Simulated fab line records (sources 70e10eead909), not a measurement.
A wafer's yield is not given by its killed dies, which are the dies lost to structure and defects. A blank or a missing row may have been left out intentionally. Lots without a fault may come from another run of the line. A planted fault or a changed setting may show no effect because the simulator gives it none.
Matching of chambers | flow nand_harc | NHARC_HYBRID_BOND_ACTIVATE_00 on rie_diel-13 has 4 sister chambers
The step chemistry N2, time 60 s. 23 wafers are shown with their chamber, then 11 later ones without.

== EACH WAFER AND ITS CHAMBER ==
wafer  | chamber | drypump_motor_current_A (A) | showerhead_plenum_p_Torr (Torr) | run_length_s (s)
L773.1 | 2       | 5.3                         | 1.71                            | 81.4
L773.3 | 3       | 5.1                         | 1.75                            | 81.6
L773.5 | 2       | 5.4                         | 1.71                            | 81.6
L775.1 | 3       | 5.1                         | 1.75                            | 81.0
L775.3 | 0       | 5.5                         | 1.81                            | 81.5
L775.4 | 2       | 5.4                         | 1.71                            | 81.5
L776.1 | 3       | 5.1                         | 1.75                            | 80.9
L776.2 | 0       | 5.5                         | 1.81                            | 81.8
L776.6 | 1       | 6.4                         | 1.72                            | 81.7
L777.2 | 0       | 5.5                         | 1.80                            | 81.6
L777.4 | 3       | 5.1                         | 1.75                            | 80.9
L777.6 | 2       | 5.4                         | 1.71                            | 81.4
L778.3 | 0       | 5.5                         | 1.80                            | 81.8
L778.5 | 0       | 5.5                         | 1.80                            | 82.1
L778.6 | 1       | 6.4                         | 1.71                            | 81.4
L781.1 | 3       | 5.1                         | 1.74                            | 81.3
L781.4 | 1       | 6.4                         | 1.71                            | 81.5
L781.5 | 3       | 5.1                         | 1.74                            | 80.9
L780.2 | 3       | 5.1                         | 1.74                            | 81.1
L780.3 | 1       | 6.4                         | 1.71                            | 81.7
L780.6 | 3       | 5.1                         | 1.74                            | 80.8
L783.1 | 1       | 6.4                         | 1.71                            | 81.4
L783.3 | 0       | 5.5                         | 1.80                            | 81.6

SIGNATURES (means of the wafers above)
reading                  | chamber 0 | chamber 1 | chamber 2 | chamber 3 | scatter within a chamber
drypump_motor_current_A  | 5.500     | 6.400     | 5.375     | 5.100     | 0.0199
showerhead_plenum_p_Torr | 1.8033    | 1.7120    | 1.7100    | 1.7450    | 0.00466
run_length_s             | 81.733    | 81.540    | 81.475    | 81.062    | 0.212
Rule: for each reading, subtract the chamber's mean from the wafer's reading, divide by that reading's scatter and square the result; add these up over the readings and take the root, which gives the wafer's distance from the chamber. The wafer belongs to the nearest chamber; if the next one is less than 2 further off, it can't be placed. The scatter: take each reading less its chamber's mean, square it, sum over the shown wafers, divide by the number of wafers less the number of chambers, and take the root.

== WAFERS WHOSE CHAMBER IS MISSING ==
wafer  | drypump_motor_current_A (A) | showerhead_plenum_p_Torr (Torr) | run_length_s (s)
L783.5 | 5.4                         | 1.71                            | 81.6
L785.1 | 5.5                         | 1.80                            | 81.7
L785.3 | 5.1                         | 1.74                            | 80.9
L785.4 | 6.4                         | 1.71                            | 82.1
L786.1 | 5.5                         | 1.80                            | 82.0
L786.2 | 5.1                         | 1.74                            | 81.1
L786.6 | 5.4                         | 1.71                            | 81.4
L790.4 | 6.4                         | 1.71                            | 81.6
L790.5 | 5.1                         | 1.74                            | 81.0
L791.4 | 5.1                         | 1.74                            | 81.2
L791.5 | 6.4                         | 1.71                            | 81.3

== THE CHAMBER EACH PASSED THROUGH ==
wafer  | from the rows above | in truth
L783.5 | 2                   | 2
L785.1 | 0                   | 0
L785.3 | 3                   | 3
L785.4 | 1                   | 1
L786.1 | 0                   | 0
L786.2 | 3                   | 3
L786.6 | 2                   | 2
L790.4 | 1                   | 1
L790.5 | 3                   | 3
L791.4 | 3                   | 3
L791.5 | 1                   | 1
Correctly placed: 11 of 11. Not placeable from these rows: 0. Placed wrongly: 0.
